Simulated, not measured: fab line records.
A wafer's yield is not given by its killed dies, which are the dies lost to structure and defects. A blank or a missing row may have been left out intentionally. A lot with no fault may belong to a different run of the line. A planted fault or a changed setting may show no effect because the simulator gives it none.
One fault through the eyes of 2 desks / flow n5-finfet / every desk sees just its own numbers, and what lay behind them comes last

== FOR THE TOOL OWNER'S DESK: cvd-co-01 ==
The tool's own readings at N5_BEOL_M8_CVD_78 (deposits Co from CCTBA/H2, target thk 2 nm, time 142.3 s): means of the sampled wafers that have a number, for each lot that ran on this tool. If a lot's mean is further than 4 standard deviations from the usual mean, the lot is out of limits and carries the mark OUT (the distance appears in the brackets).
Columns: A = run-length-s at N5_BEOL_M8_CVD_78, usual 165.0 s
lot=L579; first seen here=day 9 10:15; A=164.9
lot=L580; first seen here=day 10 19:01; A=164.9
lot=L584; first seen here=day 11 14:05; A=164.7
lot=L589; first seen here=day 12 18:19; A=165.0
lot=L590; first seen here=day 13 05:57; A=165.0
lot=L594; first seen here=day 13 18:23; A=129.7 (-99 or more) OUT
This desk finds L594 out of limits, L594 being first, at day 13 18:23 (run-length-s at N5_BEOL_M8_CVD_78). Within limits: L579, L580, L584, L589, L590.

== AT THE METROLOGY DESK ==
What the gauges read, lot by lot, whatever tool the lot ran on: means of the sampled wafers that have a number. If a lot's mean is further than 4 standard deviations from the usual mean, the lot is out of limits and carries the mark OUT (the distance appears in the brackets).
Columns: A = M8_THK at N5_BEOL_M8_THK_MEAS_53, usual 81 nm
lot=L579; first seen here=day 9 11:11; A=81
lot=L580; first seen here=day 10 20:28; A=82
lot=L582; first seen here=day 10 22:10; A=82
lot=L586; first seen here=day 11 14:40; A=79
lot=L584; first seen here=day 11 16:59; A=82
lot=L587; first seen here=day 12 06:20; A=83
lot=L589; first seen here=day 12 19:19; A=80
lot=L591; first seen here=day 12 23:32; A=81
lot=L590; first seen here=day 13 07:07; A=78
lot=L593; first seen here=day 13 12:56; A=87
lot=L594; first seen here=day 13 19:28; A=81
This desk's finding: nothing out of limits on any of the 11 lots.

== PUT TOGETHER ==
At day 13 18:23, on L594, the tool owner's desk was in a position to raise an alarm.
At the metrology desk, nothing out of limits was observed.
The metrology desk has L594 on record, within its limits.
Every lot named ran N5_BEOL_M8_CVD_78 on cvd-co-01.

== WHAT WAS PUT IN BY THE SIMULATOR ==
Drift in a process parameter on cvd-co-01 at N5_BEOL_M8_CVD_78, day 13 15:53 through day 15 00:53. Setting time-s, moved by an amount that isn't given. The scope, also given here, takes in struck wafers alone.
Shown lots that were struck: L594.
Time in hours from fault onset to the first out-of-limits reading at each desk: the tool owner's desk, 2.
